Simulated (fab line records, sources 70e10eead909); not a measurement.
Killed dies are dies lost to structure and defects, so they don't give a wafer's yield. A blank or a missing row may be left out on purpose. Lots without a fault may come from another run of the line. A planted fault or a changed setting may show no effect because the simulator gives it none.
Which tool did it? | flow nand_harc | 6 lots, 18 wafers sampled, at 5 steps of a route of 1302

WHAT THE GAUGES READ, wafer by wafer
NHARC_A_CHANNEL_HOLE_D1_INSPECT_40.
lot  | measured     | on                | raw_defect_count
L574 | day 9 23:08  | defect_inspect-02 | 67 30 34
L577 | day 10 19:32 | defect_inspect-02 | 100 92 77
L580 | day 12 02:11 | defect_inspect-01 | 118 82 126
L583 | day 13 09:54 | defect_inspect-02 | 84 85 95
L588 | day 15 06:01 | defect_inspect-02 | 109 72 869
L595 | day 18 10:23 | defect_inspect-02 | 67 74 61

WHICH TOOL RAN EACH LOT (tool, then ch and the chambers of the sampled wafers, then the start)
lot  | NHARC_A_CHANNEL_HOLE_D1_ETCH_23  | NHARC_A_CHANNEL_HOLE_D1_ETCH_26  | NHARC_A_CHANNEL_HOLE_D1_ETCH_33  | NHARC_A_CHANNEL_HOLE_D1_PRECLEAN_28
L574 | har_etch-01 ch 0,1, day 9 18:29  | har_etch-01 ch 0,1, day 9 20:50  | har_etch-01 ch 0,1, day 9 21:02  | wet_bench-01 ch 0,5,6, day 9 22:49
L577 | har_etch-02 ch 0,1, day 10 15:07 | har_etch-02 ch 0,1, day 10 17:27 | har_etch-02 ch 0,1, day 10 17:39 | wet_bench-02 ch 0,1,5, day 10 19:13
L580 | har_etch-02 ch 0,1, day 11 22:02 | har_etch-02 ch 0,1, day 12 00:17 | har_etch-02 ch 0,1, day 12 00:29 | wet_bench-01 ch 4,5,6, day 12 01:52
L583 | har_etch-02 ch 1, day 13 05:44   | har_etch-02 ch 1, day 13 08:01   | har_etch-02 ch 1, day 13 08:12   | wet_bench-02 ch 0,5,7, day 13 09:35
L588 | har_etch-02 ch 0,1, day 15 01:44 | har_etch-02 ch 0,1, day 15 04:05 | har_etch-02 ch 0,1, day 15 04:17 | wet_bench-02 ch 2,3,4, day 15 05:41
L595 | har_etch-01 ch 0,1, day 18 06:05 | har_etch-01 ch 0,1, day 18 08:27 | har_etch-01 ch 0,1, day 18 08:39 | wet_bench-01 ch 1,2,5, day 18 10:04
- NHARC_A_CHANNEL_HOLE_D1_ETCH_23: etches the open film in C4F8/O2/Ar, time 819 s, target depth 1600 nm.
- NHARC_A_CHANNEL_HOLE_D1_ETCH_26: etches the open film in C4F8/O2/Ar, time 224.1 s, target depth 300 nm.
- NHARC_A_CHANNEL_HOLE_D1_ETCH_33: etches the open film in C4F8/O2/Ar, time 90 s, target depth 400 nm.
- NHARC_A_CHANNEL_HOLE_D1_PRECLEAN_28: cleans in SC1.

THE ANSWER, worked out from the rows above alone
Rule: what is usual is taken from the lots themselves. Put in order of their means at a reading, lots are off if they are a third of the lots or fewer, leave a main group of 4 or more, and stand apart from it by a gap of 3 or more times the standard deviation of the main group's means; of several such gaps the widest counts. A main group whose means are all the same, to the digits that the tables above print for the reading, isn't used. A lot without any number at a reading at which 4 lots or more have one is off too. The other lots that the step has rows for count as sound.
Off: L588, at NHARC_A_CHANNEL_HOLE_D1_INSPECT_40 (raw_defect_count). The main group: mean 79, standard deviation 22.
A tool fits if, at a process step before that reading, it ran every lot that is off, and no sound lot after the first of them. The gauges at NHARC_A_CHANNEL_HOLE_D1_INSPECT_40 are tried like those tools. Can't be told from this: 2 tools fit, har_etch-02 at NHARC_A_CHANNEL_HOLE_D1_ETCH_23 and NHARC_A_CHANNEL_HOLE_D1_ETCH_26 and NHARC_A_CHANNEL_HOLE_D1_ETCH_33, wet_bench-02 at NHARC_A_CHANNEL_HOLE_D1_PRECLEAN_28.

WHAT THE SIMULATOR HAD PUT IN
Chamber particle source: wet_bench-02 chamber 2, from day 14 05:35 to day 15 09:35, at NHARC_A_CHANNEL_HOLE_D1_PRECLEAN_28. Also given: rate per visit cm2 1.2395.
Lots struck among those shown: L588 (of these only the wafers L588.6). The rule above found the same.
